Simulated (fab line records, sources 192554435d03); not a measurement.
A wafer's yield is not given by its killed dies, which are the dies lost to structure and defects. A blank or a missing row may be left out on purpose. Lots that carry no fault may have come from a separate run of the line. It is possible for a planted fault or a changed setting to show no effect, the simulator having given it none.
Which tool did it? | flow n5-finfet | Sampling: 24 lots, 72 wafers, 5 of 1938 route steps

== WHAT THE GAUGES SHOWED, per wafer ==
N5_SD_EPI_P_EPI_MEAS_23.
lot  | measured    | on            | thk-nm (nm)
L074 | day 3 16:29 | film-metro-02 | 60.8 60.8 59.8
L075 | day 3 20:28 | film-metro-02 | 62.4 59.5 60.6
L076 | day 4 02:52 | film-metro-02 | 59.9 61.0 58.9
L077 | day 4 04:51 | film-metro-01 | 61.7 61.5 63.6
L078 | day 4 11:46 | film-metro-01 | 60.8 60.3 59.4
L079 | day 4 18:44 | film-metro-01 | 61.6 61.2 62.0
L080 | day 4 22:32 | film-metro-02 | 62.1 62.1 60.6
L081 | day 5 04:34 | film-metro-01 | 61.5 60.9 62.2
L082 | day 5 10:35 | film-metro-02 | 59.7 60.3 60.9
L083 | day 5 14:31 | film-metro-02 | 61.5 63.4 61.4
L084 | day 5 21:02 | film-metro-01 | 60.3 62.1 59.8
L085 | day 6 05:32 | film-metro-02 | 61.8 60.4 59.0
L086 | day 6 11:04 | film-metro-01 | 61.8 61.9 61.8
L087 | day 6 16:29 | film-metro-02 | 61.7 63.5 62.6
L088 | day 6 23:28 | film-metro-01 | 60.9 61.0 60.2
L089 | day 7 07:31 | film-metro-02 | 59.6 60.9 62.2
L090 | day 7 09:45 | film-metro-01 | 59.7 60.0 62.0
L091 | day 7 17:17 | film-metro-02 | 59.0 61.2 61.2
L092 | day 7 22:14 | film-metro-01 | 58.9 59.8 58.8
L093 | day 8 05:33 | film-metro-01 | 62.4 61.0 63.4
L094 | day 8 09:55 | film-metro-02 | 59.0 60.8 58.9
L095 | day 8 15:30 | film-metro-02 | 60.7 58.7 62.0
L096 | day 8 22:08 | film-metro-01 | 60.6 62.8 61.4
L097 | day 9 03:29 | film-metro-02 | 62.8 62.1 62.4

== TOOL THAT RAN EACH LOT (tool first, then ch and the chambers of the sampled wafers, then the start) ==
lot  | N5_SPACER0_ALD_07                | N5_SD_EPI_N_ETCH_35               | N5_SD_EPI_P_ETCH_37               | N5_SD_EPI_P_STRIP_40
L074 | ald-sin-02 ch 0,1,3, day 3 07:14 | rie-diel-05 ch 0,1, day 3 08:23   | rie-diel-03 ch 0,1,2, day 3 13:02 | plasma-asher-01 ch 0,1, day 3 13:47
L075 | ald-sin-03 ch 1,2, day 3 08:51   | rie-diel-02 ch 0,1,2, day 3 11:11 | rie-diel-03 ch 2,3, day 3 17:01   | plasma-asher-01 ch 0,1, day 3 17:46
L076 | ald-sin-03 ch 0,1,2, day 3 17:51 | rie-diel-02 ch 0,1,3, day 3 18:53 | rie-diel-03 ch 0,2,3, day 3 23:24 | plasma-asher-02 ch 0,1, day 4 00:08
L077 | ald-sin-02 ch 0,1,2, day 3 19:23 | rie-diel-06 ch 0,1, day 3 20:31   | rie-diel-04 ch 0,1,3, day 4 01:24 | plasma-asher-02 ch 0,1, day 4 02:08
L078 | ald-sin-04 ch 0,1,3, day 4 01:55 | rie-diel-02 ch 0,2, day 4 02:56   | rie-diel-01 ch 2,3, day 4 07:29   | plasma-asher-02 ch 0,1, day 4 08:13
L079 | ald-sin-03 ch 0,3, day 4 08:02   | rie-diel-02 ch 2,3, day 4 09:10   | rie-diel-03 ch 1,3, day 4 15:16   | plasma-asher-01 ch 0,1, day 4 16:01
L080 | ald-sin-03 ch 0,1,3, day 4 12:23 | rie-diel-02 ch 0,2, day 4 13:41   | rie-diel-01 ch 1,2,3, day 4 19:03 | plasma-asher-01 ch 0,1, day 4 19:50
L081 | ald-sin-04 ch 0,1,2, day 4 17:12 | rie-diel-06 ch 0,1, day 4 18:21   | rie-diel-04 ch 0,1,3, day 5 00:16 | plasma-asher-01 ch 1, day 5 01:01
L082 | ald-sin-04 ch 2,3, day 4 23:46   | rie-diel-05 ch 0,1,3, day 5 01:02 | rie-diel-04 ch 0,1,3, day 5 06:17 | plasma-asher-01 ch 0,1, day 5 07:03
L083 | ald-sin-02 ch 1,2,3, day 5 05:22 | rie-diel-06 ch 1,3, day 5 06:24   | rie-diel-01 ch 0,1, day 5 11:04   | plasma-asher-01 ch 0,1, day 5 11:48
L084 | ald-sin-03 ch 1,2,3, day 5 10:57 | rie-diel-05 ch 0,3, day 5 12:25   | rie-diel-03 ch 0,1, day 5 17:35   | plasma-asher-01 ch 0,1, day 5 18:20
L085 | ald-sin-02 ch 0,3, day 5 18:56   | rie-diel-02 ch 0,1,2, day 5 19:58 | rie-diel-01 ch 0,3, day 6 01:14   | plasma-asher-02 ch 0,1, day 6 01:58
L086 | ald-sin-04 ch 1,2,3, day 6 01:49 | rie-diel-06 ch 0,1, day 6 02:58   | rie-diel-03 ch 0,1, day 6 07:37   | plasma-asher-01 ch 0,1, day 6 08:22
L087 | ald-sin-02 ch 2,3, day 6 05:25   | rie-diel-05 ch 1,2, day 6 06:38   | rie-diel-04 ch 2,3, day 6 11:54   | plasma-asher-02 ch 0,1, day 6 12:56
L088 | ald-sin-03 ch 0,2,3, day 6 11:32 | rie-diel-02 ch 1,3, day 6 13:49   | rie-diel-03 ch 2,3, day 6 19:11   | plasma-asher-01 ch 0,1, day 6 19:55
L089 | ald-sin-02 ch 1,2,3, day 6 22:28 | rie-diel-02 ch 1,3, day 6 23:37   | rie-diel-04 ch 0,1, day 7 04:04   | plasma-asher-02 ch 1, day 7 04:49
L090 | ald-sin-04 ch 1,3, day 6 22:55   | rie-diel-05 ch 0,1,2, day 7 00:09 | rie-diel-04 ch 0,1,2, day 7 05:27 | plasma-asher-01 ch 1, day 7 06:11
L091 | ald-sin-02 ch 0,2,3, day 7 08:14 | rie-diel-02 ch 0,2,3, day 7 09:23 | rie-diel-04 ch 0,3, day 7 13:49   | plasma-asher-02 ch 1, day 7 14:34
L092 | ald-sin-04 ch 0,1,2, day 7 11:18 | rie-diel-02 ch 0,1,3, day 7 12:28 | rie-diel-01 ch 0,1,2, day 7 17:56 | plasma-asher-01 ch 0,1, day 7 18:41
L093 | ald-sin-03 ch 1,2, day 7 20:31   | rie-diel-02 ch 0,1, day 7 21:40   | rie-diel-01 ch 2,3, day 8 02:06   | plasma-asher-01 ch 0,1, day 8 02:52
L094 | ald-sin-02 ch 0,1,3, day 7 23:52 | rie-diel-06 ch 0,2, day 8 01:09   | rie-diel-04 ch 0,2,3, day 8 06:19 | plasma-asher-01 ch 0,1, day 8 07:04
L095 | ald-sin-02 ch 0,1,2, day 8 05:20 | rie-diel-06 ch 0,2, day 8 06:42   | rie-diel-04 ch 0,1,2, day 8 12:03 | plasma-asher-02 ch 0,1, day 8 12:47
L096 | ald-sin-04 ch 0,2, day 8 11:34   | rie-diel-05 ch 0,2,3, day 8 12:35 | rie-diel-04 ch 1,3, day 8 18:41   | plasma-asher-01 ch 0,1, day 8 19:25
L097 | ald-sin-02 ch 1,2,3, day 8 17:38 | rie-diel-06 ch 0,1, day 8 18:47   | rie-diel-04 ch 0,1,2, day 8 23:59 | plasma-asher-02 ch 0,1, day 9 00:45
- N5_SPACER0_ALD_07: deposits SiNx, target thk 2 nm.
- N5_SD_EPI_N_ETCH_35: etches SOC in N2/H2, overetch 108 nm, time 486 s.
- N5_SD_EPI_P_ETCH_37: etches SOC in N2/H2, overetch 108 nm, time 486 s.
- N5_SD_EPI_P_STRIP_40: strips in N2/H2.

== AS READ BY THE TOOLS THEMSELVES (means over the sampled wafers that have a number; for cases with no such wafer, the mark the record gives instead) ==
N5_SPACER0_ALD_07.
lot  | tool       | heater-power-w (W)
L074 | ald-sin-02 | 893
L075 | ald-sin-03 | 825
L076 | ald-sin-03 | 909
L077 | ald-sin-02 | 972
L078 | ald-sin-04 | 837
L079 | ald-sin-03 | 960
L080 | ald-sin-03 | 869
L081 | ald-sin-04 | 824
L082 | ald-sin-04 | 880
L083 | ald-sin-02 | 888
L084 | ald-sin-03 | 802
L085 | ald-sin-02 | 822
L086 | ald-sin-04 | 868
L087 | ald-sin-02 | 823
L088 | ald-sin-03 | 894
L089 | ald-sin-02 | 885
L090 | ald-sin-04 | 887
L091 | ald-sin-02 | 870
L092 | ald-sin-04 | 811
L093 | ald-sin-03 | 804
L094 | ald-sin-02 | 876
L095 | ald-sin-02 | 942
L096 | ald-sin-04 | 796
L097 | ald-sin-02 | 887

N5_SD_EPI_N_ETCH_35.
lot  | tool        | drypump-motor-current-A (A) | oes-product-au (a.u.) | rf-vpp-V (V) | showerhead-plenum-p-Torr (Torr) | throttle-valve-pct (%)
L074 | rie-diel-05 | 6.3                         | 0.82                  | 239.8        | 2.48                            | 23.4
L075 | rie-diel-02 | 5.6                         | 0.74                  | 240.5        | 2.49                            | 23.7
L076 | rie-diel-02 | 5.5                         | 0.70                  | 239.9        | 2.51                            | 23.8
L077 | rie-diel-06 | 5.2                         | 0.65                  | 239.4        | 2.42                            | 23.9
L078 | rie-diel-02 | 5.8                         | 0.78                  | 239.7        | 2.49                            | 23.9
L079 | rie-diel-02 | 6.2                         | 0.71                  | 239.6        | 2.50                            | 23.9
L080 | rie-diel-02 | 5.8                         | 0.76                  | 240.2        | 2.49                            | 23.9
L081 | rie-diel-06 | 5.2                         | 0.64                  | 239.2        | 2.41                            | 23.9
L082 | rie-diel-05 | 5.8                         | 0.79                  | 239.4        | 2.47                            | 23.4
L083 | rie-diel-06 | 6.3                         | 0.66                  | 240.8        | 2.57                            | 23.9
L084 | rie-diel-05 | 5.6                         | 0.74                  | 239.3        | 2.47                            | 23.5
L085 | rie-diel-02 | 5.6                         | 0.79                  | 239.8        | 2.48                            | 23.6
L086 | rie-diel-06 | 5.6                         | 0.63                  | 239.0        | 2.39                            | 23.6
L087 | rie-diel-05 | 6.4                         | 0.76                  | 240.4        | 2.49                            | 23.6
L088 | rie-diel-02 | 5.7                         | 0.75                  | 239.6        | 2.49                            | 23.4
L089 | rie-diel-02 | 5.6                         | 0.74                  | 240.2        | 2.49                            | 23.5
L090 | rie-diel-05 | 6.3                         | 0.72                  | 240.3        | 2.49                            | 23.7
L091 | rie-diel-02 | 5.8                         | 0.71                  | 239.3        | 2.50                            | 24.0
L092 | rie-diel-02 | 5.5                         | 0.73                  | 240.1        | 2.50                            | 23.8
L093 | rie-diel-02 | 5.4                         | 0.78                  | 240.6        | 2.48                            | 23.4
L094 | rie-diel-06 | 5.3                         | 0.69                  | 238.9        | 2.44                            | 24.1
L095 | rie-diel-06 | 5.8                         | 0.75                  | 239.3        | 2.46                            | 23.9
L096 | rie-diel-05 | 5.8                         | 0.70                  | 239.7        | 2.48                            | 23.7
L097 | rie-diel-06 | 5.6                         | 0.79                  | 241.1        | 2.60                            | 23.5

N5_SD_EPI_P_ETCH_37.
lot  | tool        | drypump-motor-current-A (A) | oes-product-au (a.u.) | rf-vpp-V (V) | showerhead-plenum-p-Torr (Torr) | throttle-valve-pct (%)
L074 | rie-diel-03 | 5.3                         | 0.72                  | 241.0        | 2.52                            | 23.6
L075 | rie-diel-03 | 5.8                         | 0.65                  | 239.9        | 2.48                            | 23.7
L076 | rie-diel-03 | 5.6                         | 0.71                  | 240.3        | 2.54                            | 23.5
L077 | rie-diel-04 | 6.3                         | 0.68                  | 240.6        | 2.54                            | 24.1
L078 | rie-diel-01 | 6.2                         | 0.69                  | 239.1        | 2.51                            | 23.8
L079 | rie-diel-03 | 5.6                         | 0.68                  | 240.7        | 2.57                            | 23.6
L080 | rie-diel-01 | 5.9                         | 0.70                  | 239.6        | 2.51                            | 23.8
L081 | rie-diel-04 | 6.3                         | 0.68                  | 240.2        | 2.54                            | 24.1
L082 | rie-diel-04 | 6.3                         | 0.67                  | 240.5        | 2.54                            | 24.1
L083 | rie-diel-01 | 4.9                         | 0.77                  | 241.0        | 2.56                            | 23.7
L084 | rie-diel-03 | 5.2                         | 0.72                  | 240.7        | 2.55                            | 23.6
L085 | rie-diel-01 | 5.3                         | 0.82                  | 240.6        | 2.55                            | 23.6
L086 | rie-diel-03 | 5.1                         | 0.75                  | 241.1        | 2.57                            | 23.5
L087 | rie-diel-04 | 6.4                         | 0.72                  | 239.4        | 2.49                            | 24.1
L088 | rie-diel-03 | 5.7                         | 0.64                  | 240.6        | 2.47                            | 23.7
L089 | rie-diel-04 | 6.2                         | 0.68                  | 239.8        | 2.57                            | 24.1
L090 | rie-diel-04 | 6.0                         | 0.71                  | 240.9        | 2.60                            | 24.2
L091 | rie-diel-04 | 6.3                         | 0.64                  | 239.9        | 2.49                            | 24.2
L092 | rie-diel-01 | 5.3                         | 0.77                  | 240.7        | 2.53                            | 23.7
L093 | rie-diel-01 | 6.3                         | 0.83                  | 239.8        | 2.50                            | 23.5
L094 | rie-diel-04 | 6.0                         | 0.68                  | 241.2        | 2.55                            | 24.3
L095 | rie-diel-04 | 6.0                         | 0.70                  | 241.8        | 2.59                            | 24.2
L096 | rie-diel-04 | 6.5                         | 0.69                  | 241.0        | 2.50                            | 24.0
L097 | rie-diel-04 | 6.0                         | 0.70                  | 241.9        | 2.59                            | 24.2

N5_SD_EPI_P_STRIP_40.
lot  | tool            | drypump-motor-current-A (A) | heater-power-w (W) | oes-product-au (a.u.)
L074 | plasma-asher-01 | 5.8                         | 363                | 0.763
L075 | plasma-asher-01 | 5.7                         | 364                | 0.756
L076 | plasma-asher-02 | 5.5                         | 330                | 0.769
L077 | plasma-asher-02 | 5.5                         | 327                | 0.765
L078 | plasma-asher-02 | 5.3                         | 322                | 0.773
L079 | plasma-asher-01 | 5.6                         | 365                | 0.758
L080 | plasma-asher-01 | 5.7                         | 362                | 0.756
L081 | plasma-asher-01 | 5.6                         | 360                | 0.755
L082 | plasma-asher-01 | 5.8                         | 365                | 0.772
L083 | plasma-asher-01 | 5.8                         | 368                | 0.761
L084 | plasma-asher-01 | 5.9                         | 369                | 0.763
L085 | plasma-asher-02 | 5.5                         | 333                | 0.766
L086 | plasma-asher-01 | 5.7                         | 364                | 0.754
L087 | plasma-asher-02 | 5.3                         | 318                | 0.768
L088 | plasma-asher-01 | 5.6                         | 361                | 0.764
L089 | plasma-asher-02 | 5.1                         | 311                | 0.755
L090 | plasma-asher-01 | 5.6                         | 362                | 0.770
L091 | plasma-asher-02 | 5.1                         | 310                | 0.753
L092 | plasma-asher-01 | 5.8                         | 365                | 0.757
L093 | plasma-asher-01 | 5.8                         | 369                | 0.767
L094 | plasma-asher-01 | 5.8                         | 370                | 0.762
L095 | plasma-asher-02 | 5.5                         | 329                | 0.754
L096 | plasma-asher-01 | 5.7                         | 358                | 0.765
L097 | plasma-asher-02 | 5.5                         | 333                | 0.758

== THE ANSWER, worked out from the rows above alone ==
Rule: the lots themselves supply what counts as usual. The widest of any qualifying gaps counts: lots, ordered by their means at a reading, are off when they make up no more than a third of the lots, leave a main group of 4 or more, and stand apart from it by 3 or more times the standard deviation of that group's means. If all means in a main group match to the digits the tables above print for the reading, that group is not used. A lot without any number at a reading at which 4 lots or more have one is off too. Where the step has rows for the other lots, those lots are counted as sound. After the gauges, taken in route order, come the tools' own readings; for these a lot's mean is taken, as printed above. At the first step where some lot is off, the reading lying furthest off is the one used; lots without a number count as furthest.
No lot is off at any reading shown: from this, nothing can be told.

== WHAT THE SIMULATOR HAD PUT IN ==
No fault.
